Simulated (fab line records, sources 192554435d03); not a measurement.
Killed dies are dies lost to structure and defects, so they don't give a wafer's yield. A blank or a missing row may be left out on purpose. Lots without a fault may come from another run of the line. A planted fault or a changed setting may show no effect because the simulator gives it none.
Split-lot experiment | flow n5_finfet | 7 lots, 21 wafers read, on a route of 1938 steps

THE SPLIT
At N5_MOL_CONTACT_COAG_ETCH_15 (etches SiNx in CH3F/O2, stops on Si:P, target depth 7 nm), the setting source_w was moved away from the recipe's 395 W on 6 of the 21 wafers read, by -16.9% to +15.9%. The other wafers ran this setting at the recipe's value.

The reading is taken at the split's own step.

THE READING
rf_vpp_V, in V, at N5_MOL_CONTACT_COAG_ETCH_15 (etches SiNx in CH3F/O2, stops on Si:P, target depth 7 nm). Fault-free wafers of this fab line usually give 300 V, standard deviation 4.7 V.

wafer  | tool, chamber at the split | source_w as run, W | against the recipe | rf_vpp_V, V | against lot-mates on the recipe
L079.1 | rie_diel-04, 1             | 395                | recipe             | 306         | -
L079.5 | rie_diel-04, 0             | 457.7              | +15.9%             | 276         | -31
L079.6 | rie_diel-04, 3             | 395                | recipe             | 308         | -
L081.1 | rie_diel-01, 3             | 395                | recipe             | 297         | -
L081.2 | rie_diel-01, 2             | 395                | recipe             | 297         | -
L081.5 | rie_diel-01, 3             | 395                | recipe             | 297         | -
L084.1 | rie_diel-03, 0             | 395                | recipe             | 297         | -
L084.2 | rie_diel-03, 1             | 395                | recipe             | 299         | -
L084.4 | rie_diel-03, 3             | 395                | recipe             | 297         | -
L087.2 | rie_diel-04, 2             | 395                | recipe             | 307         | -
L087.3 | rie_diel-04, 2             | 328.2              | -16.9%             | 335         | +28
L087.4 | rie_diel-04, 0             | 328.2              | -16.9%             | 324         | +17
L091.2 | rie_diel-03, 0             | 349.4              | -11.5%             | 316         | +18
L091.3 | rie_diel-03, 3             | 349.4              | -11.5%             | 314         | +16
L091.5 | rie_diel-03, 0             | 395                | recipe             | 298         | -
L093.2 | rie_diel-03, 3             | 395                | recipe             | 297         | -
L093.4 | rie_diel-03, 0             | 395                | recipe             | 297         | -
L093.6 | rie_diel-03, 1             | 395                | recipe             | 299         | -
L096.1 | rie_diel-04, 2             | 395                | recipe             | 306         | -
L096.2 | rie_diel-04, 1             | 395                | recipe             | 304         | -
L096.5 | rie_diel-04, 2             | 374.8              | -5.1%              | 314         | +9

THE FIT
A straight line over all 21 wafers: rf_vpp_V changes by -1.59 V for each +1% of source_w; r = -0.93; the points scatter about the line by 4.6 V.
The same after taking each lot's own level away (the mean of its wafers on the recipe; 21 wafers): -1.54 V for each +1%; r = -0.97; scatter 2.6 V.
On that fit, the largest move of source_w shifts the reading by 26 V.
The lots' own levels span 297.0 to 307.0 V, that is 2.1 times the standard deviation above.
So the lot-to-lot level changes the slope little: the two slopes agree.
Check: with one of the wafers moved furthest among these (-16.9%) left out of the fit, the line predicts +24.5 V for it against its lot-mates. It came out at +28 V against them.
Tool readings at the split's step, against how far the setting was moved: rf_vpp_V r = -0.93.

OTHER SPLITS ON THESE WAFERS
These wafers also went through other splits before the reading. Each is held against what the fit with the lots' levels taken away leaves over:
other split on the same wafers | wafers away from the commonest value | r with rf_vpp_V (lot level and that fit taken away)
N5_GATE_CUT_EXPOSE_10 dose_mj  | 7                                    | -0.38
N5_GATE_CUT_DESCUM_18 time_s   | 9                                    | +0.26

THE FILE'S OWN FIT
rf_vpp_V changes by -1.58 V for each +1% of source_w, r = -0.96.
